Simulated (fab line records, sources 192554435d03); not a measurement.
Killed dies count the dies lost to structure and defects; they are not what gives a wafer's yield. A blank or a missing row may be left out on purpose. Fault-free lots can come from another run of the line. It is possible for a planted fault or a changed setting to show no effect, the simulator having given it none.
Lot-split experiment + flow n5 finfet + 21 wafers read from 7 lots, route of 1938 steps

## SPLIT DETAILS
At N5_BEOL_M2_PECVD_72 (deposits SiO2 from TEOS/O2, target thk 16 nm, time 18 s), the setting temp c was moved away from the recipe's 400 C on 8 of the 21 wafers read, by -4.4% to +3.6%. All remaining wafers had this setting at the recipe value.

The reading is taken at the split's own step.

## THE READING
SiO2_of_BEOL_M2_PECVD_72.thk nm (the simulator's own value, which no gauge read), in nm, at N5_BEOL_M2_PECVD_72 (deposits SiO2 from TEOS/O2, target thk 16 nm, time 18 s). No usual value for it is given in the file. Here, 13 wafers ran the recipe; their average is 16.0 nm with a standard deviation of 0.16 nm.

| wafer  | tool, chamber at the split | temp c as run, C | against the recipe | SiO2_of_BEOL_M2_PECVD_72.thk nm, nm | against lot-mates on the recipe |
|--------|----------------------------|------------------|--------------------|-------------------------------------|---------------------------------|
| L074.1 | pecvd-01, 0,1,0            | 400              | recipe             | 16                                  | -                               |
| L074.2 | pecvd-01, 0,1,0            | 400              | recipe             | 16                                  | -                               |
| L074.6 | pecvd-01, 0,1,0            | 400              | recipe             | 16                                  | -                               |
| L075.1 | pecvd-01, 2                | 400              | recipe             | 15.6                                | -                               |
| L075.2 | pecvd-01, 1                | 400              | recipe             | 15.8                                | -                               |
| L075.3 | pecvd-01, 2                | 400              | recipe             | 16                                  | -                               |
| L082.2 | pecvd-04, 1                | 386.5            | -3.4%              | 17.2                                | +1.2                            |
| L082.3 | pecvd-04, 1                | 400              | recipe             | 16                                  | -                               |
| L082.5 | pecvd-04, 0                | 386.5            | -3.4%              | 17                                  | +1.0                            |
| L084.2 | pecvd-04, 0                | 400              | recipe             | 15.8                                | -                               |
| L084.3 | pecvd-04, 1                | 414.5            | +3.6%              | 14.6                                | -1.4                            |
| L084.6 | pecvd-04, 1                | 400              | recipe             | 16.2                                | -                               |
| L085.1 | pecvd-03, 2                | 391.2            | -2.2%              | 16.6                                | +0.4                            |
| L085.4 | pecvd-03, 1                | 391.2            | -2.2%              | 17.2                                | +1.0                            |
| L085.6 | pecvd-03, 2                | 400              | recipe             | 16.2                                | -                               |
| L087.1 | pecvd-03, 1                | 400              | recipe             | 16                                  | -                               |
| L087.2 | pecvd-03, 0                | 382.4            | -4.4%              | 17.6                                | +1.6                            |
| L087.5 | pecvd-03, 0                | 382.4            | -4.4%              | 18                                  | +2.0                            |
| L097.1 | pecvd-04, 1                | 400              | recipe             | 15.8                                | -                               |
| L097.2 | pecvd-04, 2                | 400              | recipe             | 16                                  | -                               |
| L097.5 | pecvd-04, 1                | 404.9            | +1.2%              | 15.6                                | -0.3                            |
If several chambers appear in one row, that row covers several wafers at once and the file leaves open which wafer was in which chamber.

THE FIT
A straight line over all 21 wafers: SiO2_of_BEOL_M2_PECVD_72.thk nm changes by -0.388 nm for each +1% of temp c; r = -0.97; the points scatter about the line by 0.2 nm.
The same after taking each lot's own level away (the mean of its wafers on the recipe; 21 wafers): -0.371 nm for each +1%; r = -0.97; scatter 0.18 nm.
Per that fit: largest temp c move, reading shift of 1.6 nm.
Across the lots, their own levels run from 15.80 to 16.20 nm, a range of 2.5 times the standard deviation given above.
The two slopes are in agreement: the lot-to-lot level therefore moves the slope only a little.
Check: +1.64 nm against its lot-mates is what the line predicts for one of the wafers moved furthest among these (-4.4%) when that wafer is left out of the fit. Against them it came out at +1.6 nm.

## THE OTHER SPLITS THESE WAFERS WENT THROUGH
Before the reading, these wafers also passed through other splits. Each is held against what the fit with the lots' levels taken away leaves over:
| other split on the same wafers          | wafers away from the commonest value | r with SiO2_of_BEOL_M2_PECVD_72.thk nm (lot level and that fit taken away) |
|-----------------------------------------|--------------------------------------|----------------------------------------------------------------------------|
| N5_GATE_CUT_COAT_34 spin rpm            | 6                                    | +0.17                                                                      |
| N5_MOL_CONTACT_COAG_EXPOSE_05 dose mj   | 6                                    | -0.02                                                                      |
| N5_MOL_CONTACT_COAG_ETCH_91 time s      | 8                                    | -0.10                                                                      |
| N5_MOL_CONTACT_COAG_ETCHBACK_135 time s | 11                                   | +0.24                                                                      |
| N5_BEOL_M0_SAQP_DESCUM_45 time s        | 11                                   | +0.29                                                                      |
| N5_BEOL_M0_SAQP_ALD_48 ald cycles       | 9                                    | +0.28                                                                      |
| N5_BEOL_M1_COAT_68 spin rpm             | 7                                    | -0.29                                                                      |
| N5_BEOL_M1_COAT_76 spin rpm             | 5                                    | -0.23                                                                      |

## THE FILE'S OWN FIT
SiO2_of_BEOL_M2_PECVD_72.thk nm changes by -0.371 nm for each +1% of temp c, r = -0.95.
